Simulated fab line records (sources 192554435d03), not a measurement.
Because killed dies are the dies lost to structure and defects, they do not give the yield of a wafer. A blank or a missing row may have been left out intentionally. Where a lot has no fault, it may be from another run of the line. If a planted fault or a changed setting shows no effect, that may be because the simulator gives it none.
fab line records	flow n5_finfet
[record] lots = 24	wafers = 72	last_day = 19
route steps=1938 shown BEOL_M2@864
lots untouched by any fault: they come from a run of this same line in which no faults occurred
start_h: hours from the record's opening day to when the first of the lot's shown wafers began	wait_h: hours from the lot's prior step to this one	" unchanged from the row above	L1.1+2: several wafers, shown together as one row	- no value present, or no start provided	* or withheld: withheld	< > ~ a bound
route shown NAME@n: a module of which the file shows steps, and the number in the route of the first	usual: average and standard deviation across the fault-free wafers	same: alike in all rows	chamber/n: place in a boat	sites: per-site readings	_std_site: standard deviation across them	_edge_site: outer sites' mean less inner sites'	radius_mm: how far each site lies from the wafer's centre	mask NAME#n: copy n	behind: the tool/chamber that last shaped the wafer	hold: what put the lot on hold/how long, in hours/how the hold closed	device: transistor that didn't switch, given as n, p or np	end of line: the route-end tests of the same wafers	a step given without rows: its recipe and nothing more	killed: dies lost to structure and defects at the first sort, not the wafer's yield	map: per-die view of a wafer (x killed, . not killed, _ where there is no die)
set.NAME: the run value of the setting; set.NAME@STEP: its run value at that earlier step	model.NAME: the simulator's own value behind a step, which no gauge read
the route's steps for a sample of lots (tables are steps, rows are wafers)
services: from which hour (start_h, from the record's first day; less than 0 if before it) a tool's chamber was out of use, for how many hours, and why
[[steps]]
[step N5_BEOL_M2_HM_OPEN_17]
[recipe] chemistry = Cl2/BCl3	target_depth_a = 200	overetch_a = 60	target = TiN	mask_material = SOC	ion_energy_ev = 150	pressure_mtorr = 10	icp_w = 1000	bias_w = 126	Cl2_flow_sccm = 53.25	bcl3_flow_sccm = 21.75	Ar_flow_sccm = 25
[usual] drypump_motor_current_A = 5.9/0.62	oes_product_au = 0.68/0.11	throttle_valve_pct = 22.2/0.39
lot.wafer	tool	chamber	start_h	wait_h	drypump_motor_current_A	oes_product_au	rf_hours_counter_h	throttle_valve_pct
L074.1	rie_metal-03	1	147.79	0.0	5.3	0.51	146	22.5
L074.2	"	1	"	"	5.3	0.51	-	22.5
L074.6	"	1	"	"	5.3	0.50	-	22.6
L075.2	rie_metal-02	1	153.69	0.0	6.7	0.59	88	22.5
L075.3	"	1	"	"	6.7	0.59	-	22.5
L075.5	"	1	"	"	6.6	0.59	-	22.5
L076.3	rie_metal-02	0	153.93	0.1	5.3	0.83	-	21.8
L076.4	"	1	"	"	6.7	0.59	-	22.5
L076.5	"	1	"	"	6.7	0.59	-	22.5
L077.2	rie_metal-02	0	158.06	0.0	5.3	0.82	2	21.8
L077.3	"	1	"	"	6.7	0.60	-	22.5
L077.5	"	1	"	"	6.7	0.59	-	22.5
L078.3	rie_metal-03	1	158.07	0.1	5.3	0.50	-	22.6
L078.4	"	1	"	"	5.3	0.50	-	22.5
L078.6	"	1	"	"	5.3	0.50	-	22.6
L079.1	rie_metal-02	1	166.30	0.0	6.7	0.59	89	22.5
L079.3	"	0	"	"	5.3	0.83	-	21.8
L079.4	"	1	"	"	6.7	0.59	-	22.5
L080.3	rie_metal-01	1	176.56	0.1	5.4	0.72	-	22.3
L080.4	"	0	"	"	5.9	0.59	-	22.7
L080.5	"	1	"	"	5.4	0.73	-	22.2
L081.4	rie_metal-02	1	188.99	0.1	6.7	0.59	-	22.5
L081.5	"	0	"	"	5.3	0.82	-	21.8
L081.6	"	1	"	"	6.7	0.59	-	22.5
L083.1	rie_metal-03	0	192.56	0.0	6.8	0.76	7	21.5
L083.4	"	0	"	"	6.7	0.77	-	21.5
L083.5	"	0	"	"	6.7	0.77	-	21.5
L082.1	rie_metal-01	1	193.06	0.0	5.4	0.74	18	22.2
L082.2	"	0	"	"	5.8	0.59	86	22.7
L082.4	"	0	"	"	5.9	0.58	-	22.7
L084.4	rie_metal-01	1	197.43	0.1	5.4	0.73	-	22.2
L084.5	"	1	"	"	5.4	0.74	-	22.3
L084.6	"	0	"	"	5.9	0.60	-	22.7
L085.1	rie_metal-01	0	204.05	0.0	5.9	0.59	86	22.7
L085.2	"	1	"	"	5.4	0.74	18	22.2
L085.6	"	0	"	"	5.8	0.59	-	22.7
L086.2	rie_metal-03	0	213.35	0.0	6.8	0.75	10	21.5
L086.3	"	1	"	"	5.3	0.83	-	22.3
L086.4	"	0	"	"	6.7	0.76	-	21.5
L087.2	rie_metal-02	0	219.40	0.0	5.3	0.79	7	21.8
L087.3	"	0	"	"	5.3	0.80	-	21.8
L087.4	"	1	"	"	6.7	0.59	-	22.5
L090.1	rie_metal-02	0	226.34	0.0	5.3	0.78	8	21.8
L090.2	"	1	"	"	6.7	0.57	96	22.5
L090.4	"	0	"	"	5.3	0.79	-	21.8
L088.1	rie_metal-02	0	227.68	0.0	5.3	0.78	8	21.8
L088.3	"	1	"	"	6.7	0.58	-	22.5
L088.5	"	1	"	"	6.7	0.58	-	22.5
L089.2	rie_metal-02	1	228.46	0.0	6.7	0.58	96	22.5
L089.4	"	0	"	"	5.3	0.79	-	21.8
L089.5	"	1	"	"	6.7	0.58	-	22.5
L091.2	rie_metal-02	0	231.19	0.0	5.3	0.79	8	21.8
L091.4	"	1	"	"	6.7	0.58	-	22.5
L091.5	"	1	"	"	6.7	0.58	-	22.5
L092.1	rie_metal-01	1	237.10	0.0	5.4	0.72	21	22.2
L092.2	"	0	"	"	5.9	0.59	89	22.7
L092.3	"	0	"	"	5.8	0.58	-	22.7
L093.1	rie_metal-01	0	264.09	0.0	5.8	0.58	91	22.7
L093.2	"	1	"	"	5.4	0.70	23	22.3
L093.4	"	0	"	"	5.9	0.58	-	22.7
L094.2	rie_metal-02	0	267.52	0.0	5.3	0.77	13	21.8
L094.3	"	1	"	"	6.7	0.57	-	22.5
L094.4	"	0	"	"	5.3	0.78	-	21.8
L095.3	rie_metal-03	1	267.69	0.1	5.3	0.79	-	22.3
L095.4	"	0	"	"	6.7	0.74	-	21.5
L095.5	"	1	"	"	5.3	0.80	-	22.4
L097.2	rie_metal-01	1	268.15	0.0	5.4	0.71	24	22.3
L097.4	"	0	"	"	5.9	0.58	-	22.7
L097.6	"	0	"	"	5.9	0.57	-	22.7
L096.2	rie_metal-02	1	270.12	0.0	6.7	0.57	101	22.5
L096.3	"	1	"	"	6.7	0.57	-	22.5
L096.5	"	1	"	"	6.7	0.58	-	22.5
[step N5_BEOL_M2_STRIP_97]
[recipe] chemistry = N2/H2	time_s = 10	power_w = 450	temp_c = 40	pressure_mtorr = 20	rf_frequency_hz = 6e+07	bias_power_w = 7	n2_flow_sccm = 200	h2_flow_sccm = 200
[usual] drypump_motor_current_A = 5.47/0.28	h2_flow_sccm = 200.0/0.55	oes_product_au = 0.79/0.11	rf_vpp_V = 59.0/0.95	showerhead_plenum_p_Torr = 2.53/0.094	throttle_valve_pct = 23.5/0.32
lot.wafer	tool	chamber	start_h	wait_h	drypump_motor_current_A	h2_flow_sccm	oes_product_au	rf_hours_counter_h	rf_vpp_V	showerhead_plenum_p_Torr	throttle_valve_pct
L074.1	rie_diel-03	0	-	-	5.83	199.8	0.99	2	57.5	2.61	23.2
L074.2	"	1	"	"	5.84	199.8	0.66	229	59.9	2.61	23.9
L074.6	"	0	"	"	5.82	199.2	0.99	-	59.8	2.61	23.2
L075.2	rie_diel-04	0	-	-	5.52	201.0	0.73	209	60.2	2.52	23.9
L075.3	"	1	"	"	5.90	200.5	0.72	201	58.9	2.42	23.4
L075.5	"	2	"	"	5.41	199.3	0.69	-	58.0	2.49	23.3
L076.3	rie_diel-03	3	-	-	5.43	200.3	0.87	47	59.2	2.58	23.7
L076.4	"	2	"	"	4.91	199.8	0.92	12	59.5	2.71	23.7
L076.5	"	0	"	"	5.80	200.9	0.97	-	57.4	2.61	23.2
L077.2	rie_diel-01	0	-	-	5.33	200.2	0.72	194	59.7	2.63	23.8
L077.3	"	3	"	"	5.23	199.4	0.91	23	58.4	2.48	23.1
L077.5	"	2	"	"	5.79	199.2	0.72	-	59.0	2.41	23.5
L078.3	rie_diel-03	1	-	-	5.86	198.8	0.67	232	58.5	2.61	23.9
L078.4	"	2	"	"	4.98	200.8	0.94	13	60.2	2.71	23.7
L078.6	"	3	"	"	5.46	200.2	0.86	-	59.1	2.58	23.7
L079.1	rie_diel-01	1	-	-	5.65	199.5	0.68	215	59.2	2.40	23.4
L079.3	"	2	"	"	5.78	199.7	0.72	197	59.0	2.41	23.6
L079.4	"	3	"	"	5.23	199.9	0.88	26	59.1	2.47	23.1
L080.3	rie_diel-03	3	-	-	5.44	199.6	0.85	56	58.4	2.58	23.7
L080.4	"	2	"	"	4.94	199.6	0.91	20	59.2	2.71	23.8
L080.5	"	0	"	"	5.85	201.0	0.94	-	59.3	2.60	23.2
L083.1	rie_diel-01	1	-	-	5.63	199.8	0.68	223	59.5	2.40	23.4
L083.4	"	2	"	"	5.79	199.8	0.72	206	57.5	2.40	23.6
L083.5	"	1	"	"	5.61	200.1	0.69	-	58.9	2.40	23.4
L081.4	rie_diel-03	3	-	-	5.43	200.3	0.86	58	58.1	2.58	23.7
L081.5	"	1	"	"	5.84	200.4	0.65	-	59.1	2.61	23.9
L081.6	"	0	"	"	5.84	200.2	0.93	-	59.6	2.60	23.2
L082.1	rie_diel-01	1	-	-	5.64	199.5	0.69	224	58.6	2.40	23.4
L082.2	"	3	"	"	5.26	199.9	0.87	37	60.4	2.47	23.1
L082.4	"	1	"	"	5.65	200.4	0.68	-	59.5	2.40	23.4
L084.4	rie_diel-01	1	-	-	5.64	199.6	0.67	-	57.2	2.39	23.4
L084.5	"	3	"	"	5.25	200.1	0.86	-	59.1	2.47	23.1
L084.6	"	0	"	"	5.35	201.2	0.70	-	59.2	2.62	23.8
L085.1	rie_diel-01	0	-	-	5.35	199.6	0.70	218	58.1	2.62	23.8
L085.2	"	1	"	"	5.63	199.8	0.68	235	58.2	2.39	23.4
L085.6	"	1	"	"	5.64	200.0	0.68	-	58.4	2.39	23.5
L086.2	rie_diel-01	0	-	-	5.35	200.2	0.69	222	59.9	2.62	23.8
L086.3	"	1	"	"	5.64	199.9	0.67	238	57.0	2.39	23.5
L086.4	"	0	"	"	5.33	200.1	0.70	-	59.7	2.61	23.8
L087.2	rie_diel-01	0	-	-	5.34	200.5	0.69	223	59.5	2.61	23.8
L087.3	"	1	"	"	5.61	199.8	0.68	240	59.2	2.39	23.5
L087.4	"	0	"	"	5.35	200.0	0.68	-	57.9	2.61	23.8
L090.1	rie_diel-03	2	-	-	4.93	200.2	0.89	36	59.0	2.70	23.8
L090.2	"	3	"	"	5.46	199.8	0.84	72	61.1	2.57	23.7
L090.4	"	0	"	"	5.83	200.8	0.91	-	59.8	2.60	23.2
L088.1	rie_diel-01	1	-	-	5.64	199.1	0.66	244	57.1	2.39	23.5
L088.3	"	0	"	"	5.33	199.8	0.69	227	60.3	2.61	23.8
L088.5	"	1	"	"	5.65	199.8	0.67	-	58.5	2.39	23.5
L089.2	rie_diel-04	2	-	-	5.41	199.4	0.95	17	58.6	2.48	22.9
L089.4	"	2	"	"	5.40	199.5	0.95	-	59.0	2.48	22.9
L089.5	"	3	"	"	5.23	199.3	0.72	-	58.2	2.53	23.8
L091.2	rie_diel-04	0	-	-	5.55	201.0	0.70	238	59.0	2.51	23.9
L091.4	"	2	"	"	5.42	200.3	0.94	-	58.7	2.48	22.9
L091.5	"	0	"	"	5.54	199.8	0.70	-	59.4	2.51	23.9
L092.1	rie_diel-03	2	-	-	4.93	199.8	0.89	44	59.6	2.70	23.8
L092.2	"	1	"	"	5.85	199.6	0.96	5	59.5	2.60	23.7
L092.3	"	0	"	"	5.85	200.3	0.90	38	58.6	2.59	23.2
L093.1	rie_diel-01	2	-	-	5.78	200.7	0.70	218	58.7	2.40	23.6
L093.2	"	0	"	"	5.32	199.3	0.67	249	58.8	2.60	23.8
L093.4	"	0	"	"	5.34	199.8	0.67	-	61.3	2.60	23.8
L094.2	rie_diel-03	3	-	-	5.44	199.7	0.82	92	60.0	2.56	23.7
L094.3	"	2	"	"	4.94	199.8	0.85	56	60.4	2.69	23.8
L094.4	"	3	"	"	5.44	199.4	0.81	-	59.6	2.56	23.7
L095.3	rie_diel-04	1	-	-	5.92	200.0	0.69	241	58.9	2.40	23.4
L095.4	"	1	"	"	5.94	200.1	0.69	-	58.7	2.40	23.4
L095.5	"	3	"	"	5.23	198.5	0.70	-	58.6	2.53	23.9
L097.2	rie_diel-04	1	-	-	5.91	199.6	0.69	243	59.3	2.40	23.4
L097.4	"	1	"	"	5.90	199.8	0.69	-	58.6	2.40	23.4
L097.6	"	3	"	"	5.24	200.1	0.71	-	59.5	2.53	23.9
L096.2	rie_diel-04	2	-	-	5.40	198.7	0.92	32	61.3	2.48	22.9
L096.3	"	1	"	"	5.92	201.3	0.69	247	58.4	2.40	23.4
L096.5	"	3	"	"	5.23	200.3	0.69	-	59.6	2.52	23.9
[step N5_BEOL_M2_SPUTTER_88]
[recipe] material = Cu	target_thk_a = 45	temp_c = -20	chamber_pressure_pa = 0.07	power_w = withheld	time_s = 8.29
[usual] chamber_pressure_pa = 0.06998/0.00015	throttle_valve_pct = 29.4/1
lot.wafer	tool	chamber	start_h	wait_h	chamber_pressure_pa	throttle_valve_pct
L074.1	pvd_sputter-02	-	158.23	0.1	0.07002	30.5
L074.2	"	-	"	"	0.06983	30.3
L074.6	"	-	"	"	0.07024	26.8
L075.2	pvd_sputter-01	-	161.98	0.1	0.07009	30.4
L075.3	"	-	"	"	0.07012	28.4
L075.5	"	-	"	"	0.06983	30.1
L076.3	pvd_sputter-03	-	162.64	0.1	0.07005	29.3
L076.4	"	-	"	"	0.06994	30.1
L076.5	"	-	"	"	0.07017	29.9
L077.2	pvd_sputter-01	-	163.92	0.1	0.06987	28.6
L077.3	"	-	"	"	0.07007	30.4
L077.5	"	-	"	"	0.06989	29.7
L078.3	pvd_sputter-01	-	166.44	0.1	0.07018	28.3
L078.4	"	-	"	"	0.07009	28.3
L078.6	"	-	"	"	0.06988	29.9
L079.1	pvd_sputter-01	-	171.38	0.1	0.07001	29.9
L079.3	"	-	"	"	0.06997	28.4
L079.4	"	-	"	"	0.06987	30.1
L080.3	pvd_sputter-03	-	190.28	0.1	0.06999	29.7
L080.4	"	-	"	"	0.06978	29.5
L080.5	"	-	"	"	0.0699	29.5
L083.1	pvd_sputter-01	-	196.32	0.1	0.07009	30.1
L083.4	"	-	"	"	0.07016	29.0
L083.5	"	-	"	"	0.06984	30.4
L081.4	pvd_sputter-03	-	196.42	0.1	0.07001	30.1
L081.5	"	-	"	"	0.07006	29.0
L081.6	"	-	"	"	0.07002	29.7
L082.1	pvd_sputter-01	-	199.88	0.1	0.06975	28.8
L082.2	"	-	"	"	0.07	28.2
L082.4	"	-	"	"	0.06975	30.3
L084.4	pvd_sputter-02	-	219.35	0.1	0.0702	30.6
L084.5	"	-	"	"	0.0699	30.6
L084.6	"	-	"	"	0.06997	30.5
L085.1	pvd_sputter-03	-	220.62	0.1	0.07001	29.5
L085.2	"	-	"	"	0.0702	29.0
L085.6	"	-	"	"	0.07015	29.9
L086.2	pvd_sputter-02	-	226.88	0.1	0.07003	30.5
L086.3	"	-	"	"	0.07003	26.8
L086.4	"	-	"	"	0.06978	30.6
L087.2	pvd_sputter-01	-	231.00	0.1	0.07008	29.8
L087.3	"	-	"	"	0.07012	29.3
L087.4	"	-	"	"	0.07002	29.7
L090.1	pvd_sputter-03	-	233.36	0.1	0.06995	29.6
L090.2	"	-	"	"	0.07012	30.0
L090.4	"	-	"	"	0.07002	30.0
L088.1	pvd_sputter-03	-	238.06	0.1	0.0699	30.0
L088.3	"	-	"	"	0.06976	29.4
L088.5	"	-	"	"	0.06985	29.6
L089.2	pvd_sputter-02	-	238.22	0.1	0.0704	30.7
L089.4	"	-	"	"	0.07009	28.2
L089.5	"	-	"	"	0.06974	26.8
L091.2	pvd_sputter-03	-	239.90	0.1	0.06984	29.9
L091.4	"	-	"	"	0.07001	29.5
L091.5	"	-	"	"	0.07001	29.5
L092.1	pvd_sputter-02	-	257.86	0.1	0.06969	26.7
L092.2	"	-	"	"	0.06994	30.5
L092.3	"	-	"	"	0.06983	30.4
L093.1	pvd_sputter-02	-	287.19	0.1	0.06985	28.4
L093.2	"	-	"	"	0.07016	30.3
L093.4	"	-	"	"	0.06981	26.7
L094.2	pvd_sputter-03	-	293.11	0.1	0.06985	30.3
L094.3	"	-	"	"	0.06968	30.3
L094.4	"	-	"	"	0.07008	29.2
L095.3	pvd_sputter-01	-	293.23	0.1	0.07024	30.2
L095.4	"	-	"	"	0.06977	28.9
L095.5	"	-	"	"	0.06975	28.4
L097.2	pvd_sputter-03	-	295.98	0.1	0.07015	29.9
L097.4	"	-	"	"	0.06993	28.8
L097.6	"	-	"	"	0.06988	29.7
L096.2	pvd_sputter-01	-	308.18	0.1	0.06989	28.4
L096.3	"	-	"	"	0.06998	30.1
L096.5	"	-	"	"	0.06991	30.1
[step N5_BEOL_M2_ANNEAL_93]
[recipe] temp_c = 400	time_s = 240	ambient = vacuum
[usual] heater_power_w = 846/54
lot.wafer	tool	chamber	start_h	wait_h	heater_power_w
L074.1	pvd_sputter-02	-	158.75	0.0	805
L074.2	"	-	"	"	851
L074.6	"	-	"	"	788
L075.2	pvd_sputter-01	-	162.50	0.0	854
L075.3	"	-	"	"	796
L075.5	"	-	"	"	830
L076.3	pvd_sputter-03	-	163.16	0.0	824
L076.4	"	-	"	"	902
L076.5	"	-	"	"	879
L077.2	pvd_sputter-01	-	164.44	0.0	763
L077.3	"	-	"	"	878
L077.5	"	-	"	"	888
L078.3	pvd_sputter-01	-	166.96	0.0	791
L078.4	"	-	"	"	773
L078.6	"	-	"	"	864
L079.1	pvd_sputter-01	-	171.90	0.0	874
L079.3	"	-	"	"	824
L079.4	"	-	"	"	852
L080.3	pvd_sputter-03	-	190.80	0.0	886
L080.4	"	-	"	"	826
L080.5	"	-	"	"	821
L083.1	pvd_sputter-01	-	196.84	0.0	859
L083.4	"	-	"	"	851
L083.5	"	-	"	"	859
L081.4	pvd_sputter-03	-	196.94	0.0	792
L081.5	"	-	"	"	848
L081.6	"	-	"	"	805
L082.1	pvd_sputter-01	-	200.40	0.0	832
L082.2	"	-	"	"	785
L082.4	"	-	"	"	869
L084.4	pvd_sputter-02	-	219.89	0.0	786
L084.5	"	-	"	"	777
L084.6	"	-	"	"	828
L085.1	pvd_sputter-03	-	221.14	0.0	831
L085.2	"	-	"	"	840
L085.6	"	-	"	"	896
L086.2	pvd_sputter-02	-	227.40	0.0	847
L086.3	"	-	"	"	817
L086.4	"	-	"	"	786
L087.2	pvd_sputter-01	-	231.52	0.0	869
L087.3	"	-	"	"	829
L087.4	"	-	"	"	840
L090.1	pvd_sputter-03	-	233.88	0.0	828
L090.2	"	-	"	"	884
L090.4	"	-	"	"	791
L088.1	pvd_sputter-03	-	238.58	0.0	812
L088.3	"	-	"	"	845
L088.5	"	-	"	"	835
L089.2	pvd_sputter-02	-	238.74	0.0	854
L089.4	"	-	"	"	1035
L089.5	"	-	"	"	828
L091.2	pvd_sputter-03	-	240.42	0.0	895
L091.4	"	-	"	"	846
L091.5	"	-	"	"	826
L092.1	pvd_sputter-02	-	258.38	0.0	792
L092.2	"	-	"	"	821
L092.3	"	-	"	"	855
L093.1	pvd_sputter-02	-	287.71	0.0	1007
L093.2	"	-	"	"	844
L093.4	"	-	"	"	800
L094.2	pvd_sputter-03	-	293.63	0.0	896
L094.3	"	-	"	"	817
L094.4	"	-	"	"	811
L095.3	pvd_sputter-01	-	293.75	0.0	848
L095.4	"	-	"	"	826
L095.5	"	-	"	"	786
L097.2	pvd_sputter-03	-	296.57	0.0	888
L097.4	"	-	"	"	839
L097.6	"	-	"	"	829
L096.2	pvd_sputter-01	-	308.70	0.0	790
L096.3	"	-	"	"	881
L096.5	"	-	"	"	859
[step N5_BEOL_M2_ANNEAL_95]
[recipe] temp_c = 400	time_s = 240	ambient = vacuum
[usual] heater_power_w = 847/53
lot.wafer	tool	chamber	start_h	wait_h	heater_power_w
L074.1	pvd_sputter-02	-	158.97	0.0	830
L074.2	"	-	"	"	830
L074.6	"	-	"	"	801
L075.2	pvd_sputter-01	-	162.72	0.0	851
L075.3	"	-	"	"	819
L075.5	"	-	"	"	850
L076.3	pvd_sputter-03	-	163.38	0.0	859
L076.4	"	-	"	"	888
L076.5	"	-	"	"	870
L077.2	pvd_sputter-01	-	164.66	0.0	785
L077.3	"	-	"	"	859
L077.5	"	-	"	"	909
L078.3	pvd_sputter-01	-	167.18	0.0	787
L078.4	"	-	"	"	795
L078.6	"	-	"	"	891
L079.1	pvd_sputter-01	-	172.12	0.0	912
L079.3	"	-	"	"	809
L079.4	"	-	"	"	871
L080.3	pvd_sputter-03	-	191.02	0.0	898
L080.4	"	-	"	"	826
L080.5	"	-	"	"	805
L083.1	pvd_sputter-01	-	197.06	0.0	886
L083.4	"	-	"	"	842
L083.5	"	-	"	"	861
L081.4	pvd_sputter-03	-	197.16	0.0	805
L081.5	"	-	"	"	835
L081.6	"	-	"	"	815
L082.1	pvd_sputter-01	-	200.62	0.0	835
L082.2	"	-	"	"	796
L082.4	"	-	"	"	852
L084.4	pvd_sputter-02	-	220.11	0.0	796
L084.5	"	-	"	"	782
L084.6	"	-	"	"	849
L085.1	pvd_sputter-03	-	221.36	0.0	835
L085.2	"	-	"	"	839
L085.6	"	-	"	"	898
L086.2	pvd_sputter-02	-	227.62	0.0	832
L086.3	"	-	"	"	795
L086.4	"	-	"	"	794
L087.2	pvd_sputter-01	-	231.74	0.0	898
L087.3	"	-	"	"	841
L087.4	"	-	"	"	854
L090.1	pvd_sputter-03	-	234.10	0.0	819
L090.2	"	-	"	"	883
L090.4	"	-	"	"	824
L088.1	pvd_sputter-03	-	238.80	0.0	826
L088.3	"	-	"	"	833
L088.5	"	-	"	"	824
L089.2	pvd_sputter-02	-	238.96	0.0	851
L089.4	"	-	"	"	1009
L089.5	"	-	"	"	815
L091.2	pvd_sputter-03	-	240.64	0.0	905
L091.4	"	-	"	"	809
L091.5	"	-	"	"	823
L092.1	pvd_sputter-02	-	258.60	0.0	818
L092.2	"	-	"	"	808
L092.3	"	-	"	"	869
L093.1	pvd_sputter-02	-	287.93	0.0	1002
L093.2	"	-	"	"	851
L093.4	"	-	"	"	818
L094.2	pvd_sputter-03	-	293.85	0.0	889
L094.3	"	-	"	"	781
L094.4	"	-	"	"	814
L095.3	pvd_sputter-01	-	293.97	0.0	834
L095.4	"	-	"	"	823
L095.5	"	-	"	"	804
L097.2	pvd_sputter-03	-	296.81	0.0	892
L097.4	"	-	"	"	850
L097.6	"	-	"	"	826
L096.2	pvd_sputter-01	-	308.92	0.0	782
L096.3	"	-	"	"	876
L096.5	"	-	"	"	840
[step N5_BEOL_M2_CO_CAP_55]
[recipe] material = Co	target_thk_a = 20	temp_c = 200	precursor = CCTBA/H2	pressure_torr = 30	time_s = 102.1
[usual] heater_power_outer_w = 127/17	heater_power_w = 247/28
lot.wafer	tool	chamber	start_h	wait_h	heater_power_outer_w	heater_power_w
L074.1	cvd_co-02	0	160.05	0.0	128	252
L074.2	"	2	"	"	111	231
L074.6	"	2	"	"	108	233
L075.2	cvd_co-02	2	163.77	0.0	112	229
L075.3	"	0	"	"	129	250
L075.5	"	0	"	"	126	247
L076.3	cvd_co-01	0	164.38	0.0	124	240
L076.4	"	2	"	"	98	193
L076.5	"	0	"	"	125	242
L077.2	cvd_co-01	1	165.66	0.0	137	259
L077.3	"	0	"	"	124	244
L077.5	"	1	"	"	137	253
L078.3	cvd_co-01	0	168.19	0.0	123	243
L078.4	"	1	"	"	136	259
L078.6	"	2	"	"	95	193
L079.1	cvd_co-02	1	173.12	0.0	148	284
L079.3	"	0	"	"	130	253
L079.4	"	1	"	"	145	287
L080.3	cvd_co-02	0	192.61	0.1	129	252
L080.4	"	1	"	"	150	281
L080.5	"	0	"	"	128	262
L083.1	cvd_co-01	2	198.14	0.0	99	185
L083.4	"	2	"	"	98	195
L083.5	"	0	"	"	122	238
L081.4	cvd_co-01	2	198.28	0.0	97	192
L081.5	"	0	"	"	122	236
L081.6	"	1	"	"	137	263
L082.1	cvd_co-02	0	201.64	0.0	132	250
L082.2	"	1	"	"	149	278
L082.4	"	1	"	"	151	287
L084.4	cvd_co-01	2	221.40	0.0	98	195
L084.5	"	1	"	"	138	261
L084.6	"	0	"	"	123	240
L085.1	cvd_co-02	0	222.36	0.0	132	253
L085.2	"	2	"	"	114	227
L085.6	"	2	"	"	114	230
L086.2	cvd_co-02	2	228.63	0.0	115	231
L086.3	"	0	"	"	126	255
L086.4	"	0	"	"	127	255
L087.2	cvd_co-02	2	232.75	0.0	111	230
L087.3	"	1	"	"	146	291
L087.4	"	0	"	"	132	258
L090.1	cvd_co-02	1	235.10	0.0	151	277
L090.2	"	2	"	"	110	233
L090.4	"	2	"	"	110	229
L088.1	cvd_co-01	1	239.81	0.0	137	247
L088.3	"	0	"	"	123	240
L088.5	"	2	"	"	95	195
L089.2	cvd_co-02	0	239.96	0.0	128	253
L089.4	"	0	"	"	130	261
L089.5	"	2	"	"	112	231
L091.2	cvd_co-02	0	241.71	0.0	130	255
L091.4	"	1	"	"	153	285
L091.5	"	0	"	"	130	259
L092.1	cvd_co-02	1	259.64	0.0	149	282
L092.2	"	2	"	"	112	230
L092.3	"	0	"	"	130	244
L093.1	cvd_co-01	1	288.93	0.0	140	255
L093.2	"	0	"	"	124	241
L093.4	"	2	"	"	96	195
L094.2	cvd_co-02	0	295.05	0.0	130	253
L094.3	"	2	"	"	110	231
L094.4	"	1	"	"	149	283
L095.3	cvd_co-02	2	295.16	0.0	110	235
L095.4	"	2	"	"	112	232
L095.5	"	0	"	"	127	249
L097.2	cvd_co-02	1	297.85	0.0	153	287
L097.4	"	1	"	"	150	288
L097.6	"	2	"	"	112	227
L096.2	cvd_co-01	1	309.93	0.0	138	262
L096.3	"	0	"	"	126	243
L096.5	"	0	"	"	123	240
[[services]]
tool	chamber	start_h	hours	kind
cvd_co-02	1	127.53	-	clean
cvd_co-02	1	127.53	22.0	scheduled_down
cvd_co-02	1	127.53	22.0	vent_cycle
rie_diel-01	0	130.07	9.3	repair
rie_diel-01	-	130.59	0.9	repair
pvd_sputter-01	-	130.92	7.7	repair
rie_diel-03	-	149.57	2.8	pm
rie_diel-04	0	165.31	3.0	repair
rie_metal-02	0	169.19	2.9	repair
cvd_co-02	2	184.98	28.7	repair
rie_metal-02	0	213.82	4.2	repair
rie_diel-04	1	232.60	8.5	repair
cvd_co-02	-	235.74	1.7	repair
rie_diel-01	3	236.72	4.0	repair
rie_metal-03	-	256.46	0.9	repair
rie_diel-01	1	259.55	-	clean
rie_diel-01	1	259.55	-	consumable_replace:focus_ring
rie_diel-01	1	259.55	-	consumable_replace:showerhead
rie_diel-04	2	262.52	29.1	repair
cvd_co-01	-	267.94	1.4	repair
rie_metal-03	-	282.04	1.4	pm
rie_diel-03	0	285.15	18.7	repair
rie_metal-02	-	297.88	2.8	pm
rie_metal-01	-	305.91	15.6	pm
[[key]]
fault none
